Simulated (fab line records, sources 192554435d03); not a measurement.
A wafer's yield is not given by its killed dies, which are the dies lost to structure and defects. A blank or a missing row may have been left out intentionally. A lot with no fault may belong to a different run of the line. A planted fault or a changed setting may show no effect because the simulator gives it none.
Which tool was responsible?	flow n5Finfet	Sampling: 24 lots, 72 wafers, 2 of 1938 route steps

## WHAT THE GAUGES READ, wafer by wafer
N5_BEOL_M3_CD_MEAS_11 targets a cd of 17.05 nm.
lot	measured	on	cdNm (nm)
L074	day 7 07:55	cdSem-03	17.39 17.19 16.75
L076	day 7 08:35	cdSem-03	16.99 16.86 16.66
L075	day 7 12:18	cdSem-02	17.71 16.79 17.16
L077	day 7 17:57	cdSem-02	17.21 16.93 17.14
L078	day 7 18:17	cdSem-03	16.91 17.05 17.02
L079	day 8 12:25	cdSem-03	17.22 16.38 17.10
L080	day 8 22:07	cdSem-03	17.17 17.10 16.65
L081	day 9 00:53	cdSem-03	17.03 17.07 17.30
L082	day 9 01:04	cdSem-01	17.05 17.32 17.23
L083	day 9 13:06	cdSem-01	16.87 16.79 17.21
L085	day 9 14:59	cdSem-03	17.18 17.05 17.62
L084	day 9 17:53	cdSem-03	16.70 17.22 17.45
L087	day 10 20:08	cdSem-01	17.12 16.73 17.00
L086	day 11 02:52	cdSem-03	17.21 17.00 17.31
L089	day 11 04:25	cdSem-03	16.90 16.86 17.06
L088	day 11 11:14	cdSem-02	17.06 17.19 17.42
L090	day 11 12:22	cdSem-03	16.98 17.10 17.15
L094	day 12 16:47	cdSem-03	17.37 17.31 17.00
L091	day 12 17:35	cdSem-01	17.47 17.34 16.56
L095	day 12 17:48	cdSem-03	17.33 16.65 17.00
L093	day 12 17:58	cdSem-02	17.60 17.75 17.18
L092	day 12 18:49	cdSem-03	17.58 17.46 16.88
L096	day 12 20:12	cdSem-03	16.95 17.09 16.76
L097	day 13 13:52	cdSem-02	16.92 16.97 16.89

N5_BEOL_M3_INSPECT_13: inspects for defects (brightfield).
lot	measured	on	rawDefectCount
L074	day 7 08:00	defectInspect-02	568 621 839
L076	day 7 08:40	defectInspect-02	284 362 177
L075	day 7 12:23	defectInspect-01	358 468 318
L077	day 7 18:02	defectInspect-01	416 518 454
L078	day 7 18:23	defectInspect-02	269 402 229
L079	day 8 12:30	defectInspect-01	291 327 305
L080	day 8 22:12	defectInspect-02	449 362 358
L081	day 9 00:59	defectInspect-02	395 626 510
L082	day 9 01:10	defectInspect-01	264 347 270
L083	day 9 13:11	defectInspect-01	211 343 232
L085	day 9 15:05	defectInspect-01	355 481 382
L084	day 9 17:58	defectInspect-02	423 503 407
L087	day 10 20:13	defectInspect-02	504 561 547
L086	day 11 02:57	defectInspect-01	335 472 365
L089	day 11 04:30	defectInspect-02	417 467 559
L088	day 11 11:19	defectInspect-01	341 456 446
L090	day 11 12:28	defectInspect-01	487 344 330
L094	day 12 16:53	defectInspect-01	440 492 383
L091	day 12 17:40	defectInspect-01	346 253 323
L095	day 12 17:53	defectInspect-01	337 371 412
L093	day 12 18:03	defectInspect-02	572 475 476
L092	day 12 18:55	defectInspect-02	469 333 432
L096	day 12 20:17	defectInspect-01	575 360 361
L097	day 13 13:58	defectInspect-01	566 389 456

## TOOL THAT RAN EACH LOT (tool first, then ch and the chambers of the sampled wafers, then the start)
The record holds no process step before these readings.

## WHAT THE TOOLS THEMSELVES READ (means of the sampled wafers that have a number; where no wafer has one, the mark that the record gives instead)
The record holds no such reading with a usual standard deviation.

## THE ANSWER, worked out from the rows above alone
Rule: what is usual is taken from the lots themselves. Put in order of their means at a reading, lots are off if they are a third of the lots or fewer, leave a main group of 4 or more, and stand apart from it by a gap of 3 or more times the standard deviation of the main group's means; of several such gaps the widest counts. Not used: any main group whose means are identical at the precision the tables above print for the reading. A lot without any number at a reading at which 4 lots or more have one is off too. The other lots that the step has rows for count as sound. After the gauges, taken in route order, come the tools' own readings; for these a lot's mean is taken, as printed above. The first step at which some lot is off is used, and at that step the reading that is off furthest; a lot without a number counts as furthest.
No lot is off at any reading shown: from this, nothing can be told.

## WHAT THE SIMULATOR HAD INSERTED
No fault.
